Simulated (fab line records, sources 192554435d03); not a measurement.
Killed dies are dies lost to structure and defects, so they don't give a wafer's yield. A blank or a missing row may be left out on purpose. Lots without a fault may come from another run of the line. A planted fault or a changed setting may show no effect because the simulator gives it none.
fab line records | flow n5_finfet
record lots=4 wafers=12 last_day=17
route steps=1938 shown HKMG_FIN@422 PASSIVATION@1936
lots that met no fault: from a run of the same line without faults
start_h: hours from the record's first day to the start of the lot's first wafer shown | wait_h: hours since the lot's step before | " the same as in the row above | L1.1+2: a row that stands for several wafers | - no value, or no start given | * or withheld: withheld | < > ~ a bound
route shown NAME@n: a module of which the file shows steps, and the number in the route of the first | usual: mean/standard deviation of fault-free wafers | same: alike in all rows | chamber/n: place in a boat | sites: the reading at each site | _std_site: their standard deviation | _edge_site: outer sites' mean less inner sites' | radius_mm: how far each site lies from the wafer's centre | mask NAME#n: copy n | behind: the tool/chamber that last shaped the wafer | hold: why the lot was held/for how many hours/how that ended | device: the transistor (n, p or np) that didn't switch | end of line: the same wafers' tests at the end of the route | a step without rows: its recipe alone | killed: dies lost to structure and defects at the first sort, not the wafer's yield | map: a wafer's dies, x killed, . not, _ none there
set.NAME: the setting as run; set.NAME@STEP: as run at that earlier step | model.NAME: the simulator's own value behind a step, which no gauge read
lots at some steps of the route; a table a step, a row a wafer
services: from which hour (start_h, from the record's first day; less than 0 if before it) a tool's chamber was out of use, for how many hours, and why
## steps
# step N5_HKMG_FIN_COAT_29
# recipe resist=SOC temp_c=250 time_s=60 spin_rpm=1500 resist_thk_nm=300
# step N5_HKMG_FIN_COAT_30
# recipe resist=SiARC temp_c=220 time_s=60 spin_rpm=1500 resist_thk_nm=35
# step N5_HKMG_FIN_COAT_06
# recipe resist=CAR-ArF spin_rpm=1500 resist_thk_nm=90
# step N5_HKMG_FIN_EBR_08
# recipe solvent=PGMEA ebr_width_mm=1.5
# step N5_HKMG_FIN_SOFTBAKE_07
# recipe temp_c=110 time_s=60 resist=CAR-ArF
# step N5_HKMG_FIN_EXPOSE_09
# recipe mask_id=NWFM na=1.35 source_shape=conventional sigma_outer=0.8 polarization=unpolarized dose_mj=39.25
# step N5_HKMG_FIN_PEB_10
# recipe peb_temp_c=withheld peb_time_s=60 resist=CAR-ArF
# step N5_HKMG_FIN_DEVELOP_11
# recipe develop_time_s=30 developer=TMAH resist=CAR-ArF dev_temp_c=23 rinse_liquid=diw dry=air_spin
# step N5_HKMG_FIN_DESCUM_17
# recipe chemistry=O2 time_s=7.9 source_power_w=50 bias_power_w=20 pressure_mtorr=20 rf_frequency_hz=2.712e+07 temp_c=40 resist=CAR-ArF o2_flow_sccm=225
# step N5_HKMG_FIN_ETCH_31
# recipe chemistry=CF4 target=SiARC target_depth_a=455 mask_material=CAR-ArF time_s=75.8 ion_energy_ev=80 pressure_mtorr=40 source_w=545 bias_w=36 Ar_flow_sccm=100 cf4_flow_sccm=100 ends=cleared
# usual drypump_motor_current_A=5.5/0.41 etch_rf_on_time_s=75.9/2.5 mfc_ar_sccm=100.0/0.32 oes_product_au=0.68/0.082 rf_vpp_V=184.1/1.3 showerhead_plenum_p_Torr=2.15/0.087 throttle_valve_pct=15.64/0.29
# columns lot.wafer tool chamber start_h wait_h drypump_motor_current_A etch_rf_on_time_s mfc_ar_sccm oes_product_au rf_hours_counter_h rf_vpp_V showerhead_plenum_p_Torr throttle_valve_pct
L885.1 rie_diel-05 1 111.67 0.0 5.6 77.0 100.3 0.70 90 182.3 2.08 15.66
L885.2 " 0 " " 4.7 74.5 99.3 0.79 14 184.3 2.20 15.30
L885.4 " 2 " " 5.8 74.4 100.7 0.60 - 183.2 2.10 15.78
L895.1 rie_diel-03 2 173.58 0.0 6.0 72.3 100.3 0.77 35 185.6 2.27 15.27
L895.3 " 3 " " 5.4 81.0 100.2 0.68 83 186.6 2.25 15.51
L895.4 " 0 " " 5.5 78.6 99.7 0.61 - 184.1 2.05 16.01
L897.3 rie_diel-03 2 184.29 0.0 6.0 72.0 99.8 0.77 40 185.1 2.26 15.31
L897.4 " 0 " " 5.5 77.6 99.2 0.61 185 181.9 2.05 16.01
L897.6 " 1 " " 5.0 71.7 100.3 0.85 - 185.5 2.28 15.44
L899.1 rie_diel-03 1 198.91 0.0 5.0 72.2 100.0 0.82 5 185.5 2.28 15.44
L899.2 " 2 " " 6.0 72.9 99.9 0.76 45 185.0 2.26 15.31
L899.6 " 0 " " 5.5 78.8 99.8 0.60 - 183.8 2.05 16.03
# step N5_HKMG_FIN_ETCH_32
# recipe chemistry=N2/H2 target=SOC target_depth_a=2400 temp_c=40 time_s=300 ion_energy_ev=200 mask_material=SiARC pressure_mtorr=30 source_w=840 bias_w=150 n2_flow_sccm=200 h2_flow_sccm=200
# step N5_HKMG_FIN_STRIP_33
# recipe chemistry=N2/H2 temp_c=40 n2_flow_sccm=200 h2_flow_sccm=200 rf_frequency_hz=6e+07
# step N5_HKMG_FIN_STRIP_34
# recipe chemistry=CF4 resist=SiARC power_w=300 bias_power_w=75 pressure_mtorr=50 cf4_flow_sccm=150 rf_frequency_hz=6e+07
# step N5_HKMG_FIN_ETCH_35
# recipe chemistry=N2/H2 target=SOC target_depth_a=2158 ion_energy_ev=65 bias_w=5 source_w=3000 time_s=243.4 pressure_mtorr=30 n2_flow_sccm=200 h2_flow_sccm=200
# step N5_HKMG_FIN_STRIP_92
# recipe chemistry=N2/H2 material=SOC time_s=20 power_w=500 temp_c=40 pressure_mtorr=50 rf_frequency_hz=6e+07 bias_power_w=8 h2_frac=0.5 n2_flow_sccm=300 h2_flow_sccm=300
# step N5_HKMG_FIN_WET_ETCH_18
# recipe chemistry=SC1 target=TiN mix=1:1:5 temp_c=* time_s=55 target_depth_nm=5.2 dry=ipa_marangoni rinse_time_s=30 rinse_temp_c=23
# step N5_HKMG_FIN_STRIP_19
# recipe chemistry=N2/H2 power_w=2500 temp_c=300 h2_frac=0.65 time_s=360 pressure_mtorr=withheld n2_flow_sccm=1750 h2_flow_sccm=3250
# step N5_HKMG_FIN_ALD_91
# recipe material=TiN target_thk_a=10 temp_c=400 ald_precursor_family=TiCl4 ald_co_reactant=NH3 pulse_time_s=1 purge_time_s=3 co_reactant_purge_time_s=2 co_reactant_pulse_time_s=2 ald_cycles=47 pressure_torr=3
# step N5_HKMG_FIN_COAT_85
# recipe resist=SOC temp_c=250 time_s=60 spin_rpm=1500 resist_thk_nm=300
# step N5_HKMG_FIN_ETCH_86
# recipe chemistry=N2/H2 target=SOC target_depth_a=3932 stop_on=TiN ion_energy_ev=100 bias_w=61 pressure_mtorr=30 source_w=850 n2_flow_sccm=200 h2_flow_sccm=200
# step N5_HKMG_FIN_STRIP_89
# recipe chemistry=N2/H2 material=SOC time_s=20 power_w=500 temp_c=40 pressure_mtorr=50 rf_frequency_hz=6e+07 bias_power_w=8 h2_frac=0.5 n2_flow_sccm=300 h2_flow_sccm=300
# step N5_HKMG_FIN_WET_ETCH_87
# recipe chemistry=SC1 target=TiN mix=1:2:40 temp_c=50 time_s=154.2 target_depth_nm=4.7 dry=ipa_marangoni rinse_time_s=30 rinse_temp_c=23
# step N5_HKMG_FIN_STRIP_88
# recipe chemistry=N2/H2 power_w=2500 temp_c=300 h2_frac=0.65 time_s=360 pressure_mtorr=withheld n2_flow_sccm=1750 h2_flow_sccm=3250
# step N5_HKMG_FIN_NWFM_ALD_20
# recipe material=TiAlC target_thk_a=20 temp_c=300 ald_precursor_family=TiCl4 ald_co_reactant=TEA pulse_time_s=3 purge_time_s=2 co_reactant_purge_time_s=2 co_reactant_pulse_time_s=10 ald_cycles=7 pressure_torr=3
# step N5_HKMG_FIN_ALD_71
# recipe material=TiN target_thk_a=10 temp_c=400 ald_precursor_family=TiCl4 ald_co_reactant=NH3 pulse_time_s=1 purge_time_s=3 co_reactant_purge_time_s=2 co_reactant_pulse_time_s=2 ald_cycles=47 pressure_torr=3
# step N5_HKMG_FIN_COAT_66
# recipe resist=SOC temp_c=250 time_s=60 spin_rpm=1500 resist_thk_nm=300
# step N5_HKMG_FIN_ETCH_67
# recipe chemistry=N2/H2 target=SOC target_depth_a=3889 stop_on=TiN ion_energy_ev=100 bias_w=61 pressure_mtorr=30 source_w=850 n2_flow_sccm=200 h2_flow_sccm=200
# step N5_HKMG_FIN_STRIP_90
# recipe chemistry=N2/H2 material=SOC time_s=20 power_w=500 temp_c=40 pressure_mtorr=50 rf_frequency_hz=6e+07 bias_power_w=8 h2_frac=0.5 n2_flow_sccm=300 h2_flow_sccm=300
# step N5_HKMG_FIN_WET_ETCH_73
# recipe chemistry=SC1 mix=1:2:40 temp_c=50 time_s=42.3 target_depth_nm=1.3 dry=ipa_marangoni rinse_time_s=30 rinse_temp_c=23
# step N5_HKMG_FIN_ETCHBACK_68
# recipe chemistry=Cl2/Ar stop_on=HfO2 target_depth_a=5 pressure_mtorr=10 icp_w=600 bias_w=60 Cl2_flow_sccm=40 Ar_flow_sccm=60
# step N5_HKMG_FIN_STRIP_69
# recipe chemistry=N2/H2 power_w=2500 temp_c=300 h2_frac=0.65 time_s=360 pressure_mtorr=withheld n2_flow_sccm=1750 h2_flow_sccm=3250
# step N5_HKMG_FIN_ALD_21
# recipe material=TiN target_thk_a=15 temp_c=400 ald_precursor_family=TiCl4 ald_co_reactant=NH3 pulse_time_s=1 purge_time_s=3 co_reactant_purge_time_s=2 co_reactant_pulse_time_s=2 ald_cycles=68 pressure_torr=3
# step N5_HKMG_FIN_ALD_72
# recipe material=W target_thk_a=20 temp_c=300 pressure_torr=7.5 ald_precursor_family=WF6 ald_co_reactant=B2H6 pulse_time_s=1 purge_time_s=2 co_reactant_purge_time_s=2 co_reactant_pulse_time_s=3 ald_cycles=7
# step N5_HKMG_FIN_W_FILL_22
# recipe material=W target_thk_a=600 temp_c=400 pressure_torr=39.4 time_s=18.2
# step N5_HKMG_FIN_PRECLEAN_83
# recipe chemistry=DIW time_s=57.5 temp_c=23
# step N5_HKMG_FIN_SRD_84
# recipe dry_time_s=32 dry=n2_spin spin_rpm=1500
# step N5_HKMG_FIN_CMP_23
# recipe stop_on=SiNx t_overpolish_s=10 post_cmp_clean=rinse_only down_force_psi=4 platen_rpm=50.289 pad_velocity_m_s=1.0006 target_thk_nm=46.326
# step N5_HKMG_FIN_CMP_94
# recipe stop_on=SiNx post_cmp_clean=w_dilute_nh4oh t_overpolish_s=4.7 down_force_psi=4 platen_rpm=50.289 pad_velocity_m_s=1.0006 target_thk_nm=43.299
# step N5_PASSIVATION_PROBE_49
# usual defect_limited_yield=91.0/1.4 killed_at_M0_to_M3=35/10 killed_at_M4_up=14/5.5 killed_at_contacts=13/5.6 killed_at_front_end=41/11 killed_at_other=4/3.4 killed_dies=106/16 killed_open=68/12 killed_short=35/7.3 sort_bin_4_leakage=0.3/2.1 sort_bin_5_function=5.3/0.89 sort_bin_6_memory=3.4/0.67 sort_n_pass=1070/28 sort_yield_pct=90.7/2.4
# same gross_dies=1180 killed_at_back_side=0 sort_bin_8_speed[%]=0
# columns lot.wafer tool chamber start_h wait_h defect_limited_yield[%] killed_at_M0_to_M3 killed_at_M4_up killed_at_contacts killed_at_front_end killed_at_other killed_dies killed_open killed_short sort_bin_4_leakage[%] sort_bin_5_function[%] sort_bin_6_memory[%] sort_n_pass sort_yield_pct[%]
L897.6 prober-01 - 398.28 0.3 80.7 8 15 7 188 10 228 38 31 0.7 11.9 3.1 944 80.0
L899.1 prober-02 - 411.44 0.0 79.6 26 19 8 185 3 241 56 27 0 12.6 4.4 939 79.6
# killed by level:class
L897.6 HKMG_FIN:unspecified=157 GATE_CUT:geometric_particle:short=8 MOL_CONTACT_COAG:geometric_particle:open=5 PASS1_DEP:geometric_particle:short=5 STARTING-WAFER:geometric_particle:open=5 FIN_SAQP:geometric_particle:short=4 DUMMY_GATE:geometric_particle:open=4 BEOL_M4:geometric_particle:short=4
L899.1 HKMG_FIN:unspecified=155 BEOL_M3:geometric_particle:open=14 BEOL_M4:geometric_particle:open=12 STI_FIN_REVEAL:geometric_particle:open=9 MOL_CONTACT_COAG:geometric_particle:open=6 FIN_SAQP:geometric_particle:short=4 GATE_CUT:geometric_particle:short=4 BEOL_M1:geometric_particle:open=3
# map L897.6 (x killed, . not)
_________________..x.........________________
______________...........x......_____________
___________.......x.....x..........__________
__________..................x......._________
________.............................._______
_______.........................x......______
______......xx.......x....x...........x._____
_____....................x...............____
____....x..xx.x.......x...................___
___.......x.......x........x...........x...__
___.......xx.x..x..........................__
__.......xx....xxx..................x...x..._
__x...xx.xxxxxx..xx.x............x.........._
_x........xxxxxxxxx.x..xx..........xx.x...x..
_.x.....xxxxxxxxxxxxx.x..............x..x....
_.x....xxxxxxxxxxxxxxx..............x...x....
_.....xxxxxxxxxxxxxxxx.................x.....
_....x.xxxxxxxxxxxxxxx.x.....................
_.x...xxxxxxxxxxxxxxxxx.........x....x.....x.
_......xxxxxxxxxxxx.xxx.x.....x..............
_.......xxxxxxxxxxxx..x......................
__......xxxxxxxxxxxxx.........x............._
__......x..xxxxxxxx........................x_
___..........xx.x....x..................x..__
___...........xxx..........................__
____...................x..................___
_____.......x............................____
______...x............x................._____
_______..................x.....x.......______
________........x....x................_______
__________..x.......x....x.........._________
___________.......x................__________
______________....xx............_____________
_________________............________________
# map L899.1 (x killed, . not)
_________________........xx..________________
______________.................._____________
___________...x.....x....xx........__________
__________.........................._________
________...x.................x........_______
_______...x...........x................______
______...x....x.....x..................x_____
_____x......xx........x........x.........____
____...............x..x.......x.x.........___
___........x......................x........__
___.......x.xx........x..............x.x...__
__.......x..x..xxx...x...............x......_
__......xxxxxxxx.....x.......x.x.........x.._
_......xxxxxxxxxxxx.....x....................
_x....x..xxxxxxxxxxxx.......x.....x..........
_.....xxxxxxxxxxxxxxxx..........x..........x.
_....x..xxxxxxxxxxxxx..x..xx.................
_xx..xx.xxxxxxxxxxxxxxx....x..x.x............
_.x.xxxxxxxxxxxxxxx.x......................x.
_......xxxxxxxxxxxxxx...x....................
_......x.xxxxxxxxxxxx..x.x..xx......x........
__.x.....xxxxxxxxx....x................x...._
__..........xxxx.x.xx...xx.................._
___..........xxxxx..xx.x...................__
___....x...x...x..x.....................x..__
____...............x...................x..___
_____.....xx..x....x.....................____
______...x........x..x.x................_____
_______..xx............................______
________...........x.x............xx.._______
__________...............x....x....._________
___________......x.....x...........__________
______________.................._____________
_________________............________________
## services
# columns tool chamber start_h hours kind
rie_diel-03 3 102.94 20.2 repair
rie_diel-05 3 103.52 - clean
rie_diel-05 3 103.52 - consumable_replace:focus_ring
rie_diel-05 3 103.52 14.9 scheduled_down
rie_diel-05 3 103.52 14.9 vent_cycle
rie_diel-03 2 110.03 1.3 repair
rie_diel-03 - 114.49 14.6 pm
rie_diel-03 1 157.81 - clean
rie_diel-03 1 157.81 - consumable_replace:focus_ring
rie_diel-03 1 157.81 - consumable_replace:showerhead
rie_diel-03 1 157.81 22.6 scheduled_down
rie_diel-03 1 157.81 22.6 vent_cycle
rie_diel-03 0 167.94 1.8 repair
## key
first_sign step=N5_PASSIVATION_PROBE_49 reading=killed_at_front_end direction=up sigmas=14 usual=41 struck=186
effect step=N5_PASSIVATION_PROBE_49 reading=defect_limited_yield direction=down sigmas=7.9 usual=91.0 struck=80.1
more_kills_born_at N5_HKMG_FIN_ETCH_31@rie_diel-03=312
met_at N5_HKMG_FIN_ETCH_31
struck_wafers L897.6,L899.1
fault kind=chamber_particle_source tool=rie_diel-03 chamber=1 onset_h=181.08 steps=N5_HKMG_FIN_ETCH_31 rate_per_visit_cm2=1.5873 end_h=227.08
